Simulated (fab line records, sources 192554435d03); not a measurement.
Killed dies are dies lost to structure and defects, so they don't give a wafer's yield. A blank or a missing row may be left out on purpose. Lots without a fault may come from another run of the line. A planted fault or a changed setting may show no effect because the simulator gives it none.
fab line records | flow n5_finfet
record lots=7 wafers=21
route steps=1938 shown BEOL_M10@1512 BEOL_M11@1562 BEOL_M12@1604
start_h: hours from the record's first day to the start of the lot's first wafer shown | wait_h: hours since the lot's step before | " the same as in the row above | L1.1+2: a row that stands for several wafers | - no value, or no start given | * or withheld: withheld | < > ~ a bound
route shown NAME@n: a module of which the file shows steps, and the number in the route of the first | usual: mean/standard deviation of fault-free wafers | same: alike in all rows | chamber/n: place in a boat | sites: the reading at each site | _std_site: their standard deviation | _edge_site: outer sites' mean less inner sites' | radius_mm: how far each site lies from the wafer's centre | mask NAME#n: copy n | behind: the tool/chamber that last shaped the wafer | hold: why the lot was held/for how many hours/how that ended | device: the transistor (n, p or np) that didn't switch | end of line: the same wafers' tests at the end of the route | a step without rows: its recipe alone | killed: dies lost to structure and defects at the first sort, not the wafer's yield | map: a wafer's dies, x killed, . not, _ none there
set.NAME: the setting as run; set.NAME@STEP: as run at that earlier step | model.NAME: the simulator's own value behind a step, which no gauge read
lots whose settings were changed on purpose; a table a step, a row a wafer
## steps
# step N5_BEOL_M10_TRENCH_ETCH_37
# recipe chemistry=C4F6/O2 target_depth_a=1488.3 target=SiCOH_lowk time_s=48 ion_energy_ev=250 pressure_mtorr=30 source_w=345 bias_w=185 Ar_flow_sccm=300 C4F6_flow_sccm=10 O2_flow_sccm=10
# usual rf_vpp_V=664/5.4
# columns lot.wafer tool chamber start_h wait_h set.source_w rf_vpp_V model.BEOL_M10.feature_depth_nm model.etch.depth_nm
L074.3 rie_diel-03 0 - - 345 665 148.6 148.5
L074.5 " 0 " " 393.4 622 156.6 156.6
L074.6 " 2 " " 345 660 150.8 150.9
L075.2 rie_diel-02 0 - - 395.9 618 155.8 155.7
L075.4 " 1 " " 345 664 148.4 148.4
L075.6 " 0 " " 345 662 148 148
L077.2 rie_diel-03 2 - - 345 660 151 150.9
L077.3 " 0 " " 345 664 149.8 149.9
L077.4 " 3 " " 319.4 697 145 144.9
L079.1 rie_diel-03 0 - - 367.6 643 154 153.9
L079.2 " 3 " " 367.6 650 154.4 154.3
L079.6 " 1 " " 367.6 636 151.6 151.7
L085.2 rie_diel-04 1 - - 345 677 145.8 145.7
L085.5 " 3 " " 345 667 147.6 147.6
L085.6 " 0 " " 345 659 150 149.9
L089.1 rie_diel-02 3 - - 285.2 731 137 136.9
L089.3 " 2 " " 345 662 148.4 148.4
L089.6 " 1 " " 345 664 148.6 148.7
L097.1 rie_diel-02 2 - - 345 661 148.8 148.9
L097.2 " 3 " " 345 662 145 145.1
L097.4 " 3 " " 288.8 725 137.4 137.5
# step N5_BEOL_M10_ETCH_41
# recipe chemistry=CH3F/O2 target=SiCN target_depth_a=426 taper_deg=2 time_s=86 ion_energy_ev=120 mask_material=TiN pressure_mtorr=30 source_w=395 bias_w=75 Ar_flow_sccm=150 CH3F_flow_sccm=30 O2_flow_sccm=20
# step N5_BEOL_M10_STRIP_77
# recipe chemistry=N2/H2 time_s=10 power_w=450 temp_c=40 pressure_mtorr=20 rf_frequency_hz=6e+07 bias_power_w=7 n2_flow_sccm=200 h2_flow_sccm=200
# step N5_BEOL_M10_OCD_MEAS_38
# usual trench_depth_nm=148.5/1.6
# columns lot.wafer tool chamber start_h wait_h set.source_w@BEOL_M10_TRENCH_ETCH_37 trench_depth_nm
L074.3 ocd-01 - 221.95 - 345 148.6
L074.5 " - " " 393.4 156.4
L074.6 " - " " 345 151.3
L075.2 ocd-02 - 222.10 - 395.9 155.6
L075.4 " - " " 345 148.2
L075.6 " - " " 345 147.8
L077.2 ocd-02 - 228.43 - 345 150.7
L077.3 " - " " 345 150.0
L077.4 " - " " 319.4 145.1
L079.1 ocd-01 - 245.76 - 367.6 153.6
L079.2 " - " " 367.6 154.4
L079.6 " - " " 367.6 151.6
L085.2 ocd-02 - 283.56 - 345 145.5
L085.5 " - " " 345 147.4
L085.6 " - " " 345 150.0
L089.1 ocd-02 - 323.52 - 285.2 137.1
L089.3 " - " " 345 148.3
L089.6 " - " " 345 149.0
L097.1 ocd-01 - 348.21 - 345 148.5
L097.2 " - " " 345 144.4
L097.4 " - " " 288.8 137.7
# step N5_BEOL_M10_HM_STRIP_39
# recipe chemistry=peroxide_tin_strip material=TiN target_depth_a=250 temp_c=50 time_s=158
# step N5_BEOL_M10_SRD_40
# recipe time_s=30 temp_c=23 rinse_liquid=diw dry=ipa_marangoni
# step N5_BEOL_M10_ECD_50
# recipe material=Cu target_thk_a=3180
# step N5_BEOL_M10_ANNEAL_51
# recipe temp_c=225 time_s=90 ambient=N2
# step N5_BEOL_M10_CMP_52
# recipe stop_on=SiCOH_lowk t_overpolish_s=7 down_force_psi=1 platen_rpm=50 clearing_platen_down_force_psi=1.5 clearing_platen_rpm=50 post_cmp_clean=cu_alkaline target_thk_nm=140 clearing_platen_pad_velocity_m_s=0.99484 pad_velocity_m_s=0.99484
# columns lot.wafer tool chamber start_h wait_h set.source_w@BEOL_M10_TRENCH_ETCH_37 model.Cu_of_BEOL_M10_ECD_50.thk_nm
L074.3 cmp-04 1 224.26 0.3 345 140.2
L074.5 " 2 " " 393.4 148.8
L074.6 " 3 " " 345 144.4
L075.2 cmp-04 2 224.43 0.2 395.9 146.8
L075.4 " 3 " " 345 140.8
L075.6 " 2 " " 345 139.4
L077.4 cmp-02 2 231.82 0.1 319.4 134.8
L077.3 " 3 " " 345 139.2
L077.2 " 0 " " 345 140.8
L079.2 cmp-01 0 248.43 0.2 367.6 145
L079.1 " 2 " " 367.6 144.4
L079.6 " 3 " " 367.6 143.4
L085.2 cmp-02 1 285.54 0.2 345 136.6
L085.6 " 0 " " 345 141.8
L085.5 " 1 " " 345 138.4
L089.1 cmp-01 1 325.24 0.3 285.2 128
L089.3 " 2 " " 345 140.2
L089.6 " 0 " " 345 140
L097.2 cmp-04 1 350.20 0.2 345 135.4
L097.4 " 2 " " 288.8 128
L097.1 " 0 " " 345 140.2
# step N5_BEOL_M10_THK_MEAS_53
# recipe thk_meas_gauge=xrf reads=Cu_of_BEOL_M10_ECD_50
# usual M10_THK=139.1/2.1
# columns lot.wafer tool chamber start_h wait_h set.source_w@BEOL_M10_TRENCH_ETCH_37 M10_THK[nm]
L074.3 film_metro-01 - 224.44 - 345 138.6
L074.5 " - " " 393.4 147.1
L074.6 " - " " 345 143.1
L075.2 film_metro-01 - 224.73 - 395.9 145.9
L075.4 " - " " 345 140.0
L075.6 " - " " 345 138.8
L077.2 film_metro-01 - 232.11 - 345 140.1
L077.3 " - " " 345 139.1
L077.4 " - " " 319.4 134.1
L079.1 film_metro-02 - 248.68 - 367.6 143.7
L079.2 " - " " 367.6 143.6
L079.6 " - " " 367.6 142.1
L085.2 film_metro-02 - 285.80 - 345 136.2
L085.5 " - " " 345 138.3
L085.6 " - " " 345 141.3
L089.1 film_metro-01 - 325.46 - 285.2 126.7
L089.3 " - " " 345 138.9
L089.6 " - " " 345 137.9
L097.1 film_metro-02 - 350.49 - 345 138.7
L097.2 " - " " 345 134.2
L097.4 " - " " 288.8 127.5
# step N5_BEOL_M10_PRE_CLEAN_55
# recipe gas=NH3 time_s=15 temp_c=withheld rf_power_w=300
# step N5_BEOL_M10_DEP_56
# recipe material=SiCN target_thk_a=150 temp_c=withheld precursor=3MS/NH3 pressure_torr=3 rf_w=202 time_s=26.5
# step N5_BEOL_M10_RS_MEAS_57
# recipe thk_meas_gauge=four-point-probe reads=Cu_of_BEOL_M10_ECD_50+Co_of_BEOL_M10_CVD_75+TaN_of_BEOL_M10_ALD_74
# usual M10_RS=0.1515/0.0021
# columns lot.wafer tool chamber start_h wait_h set.source_w@BEOL_M10_TRENCH_ETCH_37 M10_RS[ohm/sq]
L074.3 film_metro-02 - 224.58 0.1 345 0.1507
L074.5 " - " " 393.4 0.1415
L074.6 " - " " 345 0.1460
L075.2 film_metro-02 - 224.87 0.1 395.9 0.1430
L075.4 " - " " 345 0.1499
L075.6 " - " " 345 0.1521
L077.2 film_metro-01 - 232.25 0.1 345 0.1498
L077.3 " - " " 345 0.1516
L077.4 " - " " 319.4 0.1575
L079.1 film_metro-01 - 248.82 0.1 367.6 0.1460
L079.2 " - " " 367.6 0.1454
L079.6 " - " " 367.6 0.1473
L085.2 film_metro-01 - 285.93 0.1 345 0.1556
L085.5 " - " " 345 0.1529
L085.6 " - " " 345 0.1488
L089.1 film_metro-02 - 325.59 0.1 285.2 0.1669
L089.3 " - " " 345 0.1507
L089.6 " - " " 345 0.1509
L097.1 film_metro-01 - 350.63 0.1 345 0.1508
L097.2 " - " " 345 0.1572
L097.4 " - " " 288.8 0.1671
# step N5_BEOL_M11_COAT_22
# recipe resist=CAR-ArF spin_rpm=1500 resist_thk_nm=90
# columns lot.wafer tool chamber start_h wait_h set.spin_rpm model.CAR-ArF_of_BEOL_M11_COAT_22.thk_nm
L074.3 litho_track-02 0 - - 1500 90
L074.5 " 0 " " 1500 90.2
L074.6 " 0 " " 1500 89.6
L075.2 litho_track-05 0 - - 1500 89.8
L075.4 " 0 " " 1390 93.2
L075.6 " 0 " " 1500 89.6
L077.2+4 litho_track-02 0 - - 1500 89.8
L077.3 " 0 " " 1500 90
L079.1 litho_track-04 0 - - 1500 90.4
L079.2 " 0 " " 1582 88.2
L079.6 " 0 " " 1582 87.8
L085.2+6 litho_track-04 0 - - 1500 90.2
L085.5 " 0 " " 1500 90
L089.1+6 litho_track-02 0 - - 1573 87.6
L089.3 " 0 " " 1500 90
L097.1 litho_track-05 0 - - 1500 90
L097.2+4 " 0 " " 1500 89.8
# step N5_BEOL_M11_EBR_24
# recipe solvent=PGMEA ebr_width_mm=1.5
# step N5_BEOL_M11_SOFTBAKE_23
# recipe temp_c=110 time_s=60 resist=CAR-ArF
# step N5_BEOL_M11_EXPOSE_25
# recipe mask_id=V10 na=1.35 source_shape=annular sigma_inner=0.5 sigma_outer=0.8 polarization=unpolarized dose_mj=85.5
# step N5_BEOL_M11_PEB_26
# recipe peb_temp_c=withheld peb_time_s=60 resist=CAR-ArF
# step N5_BEOL_M11_DEVELOP_27
# recipe develop_time_s=30 developer=TMAH resist=CAR-ArF rinse_liquid=diw dry=air_spin dev_temp_c=23
# columns lot.wafer tool chamber start_h wait_h set.spin_rpm@BEOL_M11_COAT_22 model.CAR-ArF_of_BEOL_M11_COAT_22.thk_nm
L074.3+5 litho_track-04 0 - - 1500 88.4
L074.6 " 0 " " 1500 88
L075.2 litho_track-05 0 - - 1500 88.2
L075.4 " 0 " " 1390 91.4
L075.6 " 0 " " 1500 88
L077.2+4 litho_track-04 0 - - 1500 88.2
L077.3 " 0 " " 1500 88.4
L079.1 litho_track-05 0 - - 1500 88.8
L079.2 " 0 " " 1582 86.4
L079.6 " 0 " " 1582 86
L085.2+6 litho_track-02 0 - - 1500 88.4
L085.5 " 0 " " 1500 88.2
L089.1+6 litho_track-05 0 - - 1573 86
L089.3 " 0 " " 1500 88.2
L097.1 litho_track-02 0 - - 1500 88.4
L097.2+4 " 0 " " 1500 88.2
# step N5_BEOL_M11_DESCUM_33
# recipe chemistry=O2 time_s=7.9 source_power_w=50 bias_power_w=20 pressure_mtorr=20 rf_frequency_hz=2.712e+07 temp_c=40 resist=CAR-ArF o2_flow_sccm=225
# columns lot.wafer tool chamber start_h wait_h set.spin_rpm@BEOL_M11_COAT_22 model.CAR-ArF_of_BEOL_M11_COAT_22.thk_nm
L074.3+5 rie_diel-01 0 227.97 0.1 1500 83.6
L074.6 " 1 " " 1500 83.2
L075.2 rie_diel-01 2 228.85 0.5 1500 83.2
L075.4 " 1 " " 1390 86.6
L075.6 " 3 " " 1500 83
L077.2 rie_diel-01 1 235.71 0.2 1500 83.4
L077.3 " 0 " " 1500 83.6
L077.4 " 3 " " 1500 83.2
L079.1 rie_diel-05 0 253.77 0.0 1500 84
L079.2 " 2 " " 1582 81.6
L079.6 " 3 " " 1582 81.2
L085.2+6 rie_diel-05 2 291.22 0.3 1500 83.6
L085.5 " 1 " " 1500 83.4
L089.1 rie_diel-06 0 331.55 0.0 1573 81.2
L089.3 " 1 " " 1500 83.4
L089.6 " 2 " " 1573 81
L097.1+4 rie_diel-05 2,1 355.35 0.7 1500 83.4
L097.2 " 3 " " 1500 83.2
# step N5_BEOL_M11_ETCH_66
# recipe chemistry=N2/H2 target=SOC target_depth_a=1200 overetch_a=240 mask_material=SiARC temp_c=40 time_s=180 ion_energy_ev=200 pressure_mtorr=30 source_w=840 bias_w=150 n2_flow_sccm=200 h2_flow_sccm=200
# columns lot.wafer tool chamber start_h wait_h set.time_s model.SiARC_of_BEOL_M11_COAT_64.thk_nm
L074.3+5 rie_diel-01 0 228.06 0.0 149.8 24
L074.6 " 1 " " 180 22.8
L075.2 rie_diel-01 2 228.93 0.0 180 22.8
L075.4 " 1 " " 180 23
L075.6 " 3 " " 180 22.6
L077.2 rie_diel-01 1 235.79 0.0 163 23.4
L077.3+4 " 0,3 " " 180 22.6
L079.1 rie_diel-05 0 253.85 0.0 215.3 21
L079.2 " 2 " " 180 22.6
L079.6 " 3 " " 215.3 21.2
L085.2+5+6 rie_diel-05 2,1,2 291.31 0.0 180 23
L089.1 rie_diel-06 0 331.63 0.0 180 22.8
L089.3+6 " 1,2 " " 211.3 21.2
L097.1+2+4 rie_diel-05 2,3,1 355.44 0.0 180 22.8
# step N5_BEOL_M12_COAT_58
# recipe resist=BARC temp_c=205 time_s=60 spin_rpm=1500 resist_thk_nm=89
# columns lot.wafer tool chamber start_h wait_h set.spin_rpm model.BARC_of_BEOL_M12_COAT_58.thk_nm
L075.2 litho_track-03 0 233.32 0.0 1500 88.6
L075.4 " 0 " " 1348 93.6
L075.6 " 0 " " 1500 88.8
L074.3 litho_track-03 0 233.55 0.0 1624 85
L074.5 " 0 " " 1624 85.2
L074.6 " 0 " " 1500 88.2
L077.2 litho_track-01 0 241.89 0.0 1500 88.8
L077.3 " 0 " " 1500 89.2
L077.4 " 0 " " 1626 85.4
L079.1+2 litho_track-03 0 257.36 0.0 1584 86.4
L079.6 " 0 " " 1500 88.6
L085.2+5+6 litho_track-01 0 294.88 0.0 1500 88.6
L089.1+3+6 litho_track-04 0 334.87 0.0 1500 89
L097.1 litho_track-04 0 360.17 0.0 1500 88.8
L097.2+4 " 0 " " 1645 85
# step N5_BEOL_M12_EXPOSE_07
# recipe mask_id=V11 na=0.93 source_shape=conventional sigma_outer=0.6 polarization=unpolarized attpsm_phase_deg=180 dose_mj=32.5
# columns lot.wafer tool chamber start_h wait_h mask set.dose_mj
L075.2+4 krf_scanner-01 0 233.55 - V11#0 32.5
L075.6 " 0 " " V11#0 30.67
L074.3+5+6 krf_scanner-02 0 233.79 - V11#0 32.5
L077.2+3+4 krf_scanner-02 0 242.00 - V11#0 32.5
L079.1 krf_scanner-02 0 257.46 - V11#0 33.85
L079.2+6 " 0 " " V11#0 32.5
L085.2+5+6 krf_scanner-02 0 295.11 - V11#0 32.5
L089.1+3+6 krf_scanner-01 0 334.97 - V11#0 32.5
L097.1+2+4 krf_scanner-02 0 360.40 - V11#0 32.5
# step N5_BEOL_M12_PEB_08
# recipe peb_temp_c=130 peb_time_s=90
# step N5_BEOL_M12_DEVELOP_09
# recipe develop_time_s=45 rinse_liquid=diw dry=air_spin dev_temp_c=21
# step N5_BEOL_M12_HARDBAKE_14
# recipe temp_c=130 time_s=120
# step N5_BEOL_M12_CD_MEAS_10
# recipe target_cd_nm=140 landing_energy_ev=500 detector=se_inlens polarity=opening
# usual cd_nm=139.8/1.2
# columns lot.wafer tool chamber start_h wait_h set.dose_mj@BEOL_M12_EXPOSE_07 cd_nm
L075.2 cd_sem-03 0 233.72 - 32.5 139.8
L075.4 " 0 " " 32.5 138.7
L075.6 " 0 " " 30.67 133.1
L074.3 cd_sem-02 0 233.95 - 32.5 139.7
L074.5 " 0 " " 32.5 139.8
L074.6 " 0 " " 32.5 140.4
L077.2 cd_sem-02 0 242.17 - 32.5 140.6
L077.3 " 0 " " 32.5 140.5
L077.4 " 0 " " 32.5 141.0
L079.1 cd_sem-01 0 257.64 - 33.85 143.7
L079.2 " 0 " " 32.5 142.1
L079.6 " 0 " " 32.5 140.5
L085.2 cd_sem-02 0 295.28 - 32.5 137.5
L085.5 " 0 " " 32.5 138.0
L085.6 " 0 " " 32.5 138.9
L089.1 cd_sem-02 0 335.15 - 32.5 139.2
L089.3 " 0 " " 32.5 139.8
L089.6 " 0 " " 32.5 140.2
L097.1 cd_sem-03 0 360.57 - 32.5 138.8
L097.2 " 0 " " 32.5 139.3
L097.4 " 0 " " 32.5 139.0
# step N5_BEOL_M12_DESCUM_15
# recipe chemistry=O2 time_s=7.9 source_power_w=50 bias_power_w=20 pressure_mtorr=20 rf_frequency_hz=2.712e+07 temp_c=40 o2_flow_sccm=225
# step N5_BEOL_M12_ETCH_59
# recipe chemistry=N2/H2 target=BARC target_depth_a=890 overetch_a=267 time_s=67.9 ion_energy_ev=200 pressure_mtorr=30 source_w=840 bias_w=150 n2_flow_sccm=200 h2_flow_sccm=200
# columns lot.wafer tool chamber start_h wait_h set.spin_rpm@BEOL_M12_COAT_58 model.etch.depth_nm
L075.2 rie_diel-02 1 233.84 0.0 1500 88.65
L075.4 " 3 " " 1348 93.54
L075.6 " 0 " " 1500 88.8
L074.3 rie_diel-04 0 234.07 0.0 1624 84.9
L074.5 " 1 " " 1624 85.2
L074.6 " 2 " " 1500 88.23
L077.2 rie_diel-04 1 242.84 0.0 1500 88.84
L077.3 " 3 " " 1500 89.12
L077.4 " 0 " " 1626 85.41
L079.1 rie_diel-03 2 257.88 0.0 1584 86.47
L079.2 " 0 " " 1584 86.33
L079.6 " 2 " " 1500 88.68
L085.2 rie_diel-03 0 295.40 0.0 1500 88.54
L085.5 " 0 " " 1500 88.63
L085.6 " 1 " " 1500 88.7
L089.1 rie_diel-02 0 335.27 0.0 1500 89.02
L089.3 " 2 " " 1500 89.07
L089.6 " 2 " " 1500 88.99
L097.1 rie_diel-03 3 360.69 0.0 1500 88.8
L097.2 " 0 " " 1645 85.07
L097.4 " 2 " " 1645 85.08
# step N5_BEOL_M12_VIA_ETCH_16
# recipe chemistry=C4F8/O2/Ar target=SiOC pressure_mtorr=30 source_w=3000 bias_w=700 Ar_flow_sccm=400 C4F8_flow_sccm=15 O2_flow_sccm=8 he_inner_torr=15 he_outer_torr=30 target_depth_a=7248 time_s=withheld ion_energy_ev=250 ends=cleared
# step N5_BEOL_M12_STRIP_63
# recipe chemistry=N2/H2 power_w=1000 temp_c=250 h2_frac=0.65 overash_fraction=0.3 pressure_mtorr=1000 n2_flow_sccm=1750 h2_flow_sccm=3250
# step N5_BEOL_M12_STRIP_64
# recipe chemistry=N2/H2 power_w=1000 temp_c=250 h2_frac=0.65 overash_fraction=0.3 pressure_mtorr=withheld n2_flow_sccm=1750 h2_flow_sccm=3250
# usual strip_time_to_endpoint_s=31.28/0.074
# columns lot.wafer tool chamber start_h wait_h set.spin_rpm@BEOL_M12_COAT_58 strip_time_to_endpoint_s
L075.2 plasma_asher-01 1 234.15 0.0 1500 31.21
L075.4 " 1 " " 1348 32.59
L075.6 " 1 " " 1500 31.26
L074.3 plasma_asher-02 1 234.40 0.0 1624 30.13
L074.5 " 0 " " 1624 30.24
L074.6 " 1 " " 1500 31.11
L077.2 plasma_asher-02 0 243.15 0.0 1500 31.27
L077.3 " 1 " " 1500 31.33
L077.4 " 0 " " 1626 30.28
L079.1 plasma_asher-02 1 258.19 0.0 1584 30.57
L079.2 " 0 " " 1584 30.54
L079.6 " 0 " " 1500 31.21
L085.2 plasma_asher-02 1 295.71 0.0 1500 31.17
L085.5 " 1 " " 1500 31.21
L085.6 " 0 " " 1500 31.22
L089.1 plasma_asher-02 1 335.58 0.0 1500 31.31
L089.3 " 0 " " 1500 31.33
L089.6 " 1 " " 1500 31.33
L097.1 plasma_asher-01 0 361.00 0.0 1500 31.27
L097.2 " 1 " " 1645 30.17
L097.4 " 0 " " 1645 30.17
# step N5_BEOL_M12_STRIP_71
# recipe chemistry=post_etch_residue_remover time_s=60 temp_c=25 remover_ph=withheld remover_water_wt_pct=withheld remover_fluoride_wt_pct=withheld
# step N5_BEOL_M12_SRD_72
# recipe time_s=30 temp_c=23 rinse_liquid=diw dry=n2_spin spin_rpm=1500 dry_time_s=30
# step N5_BEOL_M12_CD_MEAS_17
# recipe target_cd_nm=140 polarity=opening
# usual cd_nm=140.3/1.4
# columns lot.wafer tool chamber start_h wait_h set.dose_mj@BEOL_M12_EXPOSE_07 cd_nm
L075.2 cd_sem-03 - 234.30 0.0 32.5 139.6
L075.4 " - " " 32.5 138.3
L075.6 " - " " 30.67 133.0
L074.3 cd_sem-02 - 234.54 0.0 32.5 140.0
L074.5 " - " " 32.5 140.4
L074.6 " - " " 32.5 140.8
L077.2 cd_sem-02 - 243.30 0.0 32.5 140.4
L077.3 " - " " 32.5 140.2
L077.4 " - " " 32.5 141.2
L079.1 cd_sem-02 - 258.34 0.0 33.85 144.8
L079.2 " - " " 32.5 143.5
L079.6 " - " " 32.5 142.6
L085.2 cd_sem-02 - 295.86 0.0 32.5 139.2
L085.5 " - " " 32.5 139.2
L085.6 " - " " 32.5 140.0
L089.1 cd_sem-02 - 335.73 0.0 32.5 138.7
L089.3 " - " " 32.5 140.1
L089.6 " - " " 32.5 140.5
L097.1 cd_sem-03 - 361.19 0.0 32.5 138.4
L097.2 " - " " 32.5 139.3
L097.4 " - " " 32.5 139.7
## key
split step=N5_BEOL_M10_TRENCH_ETCH_37 setting=source_w stated=345 by=wafer
response step=N5_BEOL_M10_TRENCH_ETCH_37 reading=rf_vpp_V change=-3.58 per=1% r=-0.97
response step=N5_BEOL_M10_TRENCH_ETCH_37 reading=model.BEOL_M10.feature_depth_nm change=+0.582 per=1% r=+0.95
response step=N5_BEOL_M10_TRENCH_ETCH_37 reading=model.etch.depth_nm change=+0.583 per=1% r=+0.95
response step=N5_BEOL_M10_OCD_MEAS_38 reading=trench_depth_nm change=+0.566 per=1% r=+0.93
response step=N5_BEOL_M10_CMP_52 reading=model.Cu_of_BEOL_M10_ECD_50.thk_nm change=+0.578 per=1% r=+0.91
response step=N5_BEOL_M10_THK_MEAS_53 reading=M10_THK change=+0.553 per=1% r=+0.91
response step=N5_BEOL_M10_RS_MEAS_57 reading=M10_RS change=-0.000731 per=1% r=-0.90
split step=N5_BEOL_M11_COAT_22 setting=spin_rpm stated=1500 by=wafer
response step=N5_BEOL_M11_COAT_22 reading=model.CAR-ArF_of_BEOL_M11_COAT_22.thk_nm change=-0.47 per=1% r=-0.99
response step=N5_BEOL_M11_DEVELOP_27 reading=model.CAR-ArF_of_BEOL_M11_COAT_22.thk_nm change=-0.458 per=1% r=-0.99
response step=N5_BEOL_M11_DESCUM_33 reading=model.CAR-ArF_of_BEOL_M11_COAT_22.thk_nm change=-0.476 per=1% r=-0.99
split step=N5_BEOL_M11_ETCH_66 setting=time_s stated=180 by=wafer
response step=N5_BEOL_M11_ETCH_66 reading=model.SiARC_of_BEOL_M11_COAT_64.thk_nm change=-0.0803 per=1% r=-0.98
split step=N5_BEOL_M12_COAT_58 setting=spin_rpm stated=1500 by=wafer
response step=N5_BEOL_M12_COAT_58 reading=model.BARC_of_BEOL_M12_COAT_58.thk_nm change=-0.422 per=1% r=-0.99
response step=N5_BEOL_M12_ETCH_59 reading=model.etch.depth_nm change=-0.42 per=1% r=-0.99
response step=N5_BEOL_M12_STRIP_64 reading=strip_time_to_endpoint_s change=* per=1% r=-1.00
split step=N5_BEOL_M12_EXPOSE_07 setting=dose_mj stated=32.5 by=wafer
response step=N5_BEOL_M12_CD_MEAS_10 reading=cd_nm change=+0.914 per=1% r=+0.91
response step=N5_BEOL_M12_CD_MEAS_17 reading=cd_nm change=+0.836 per=1% r=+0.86
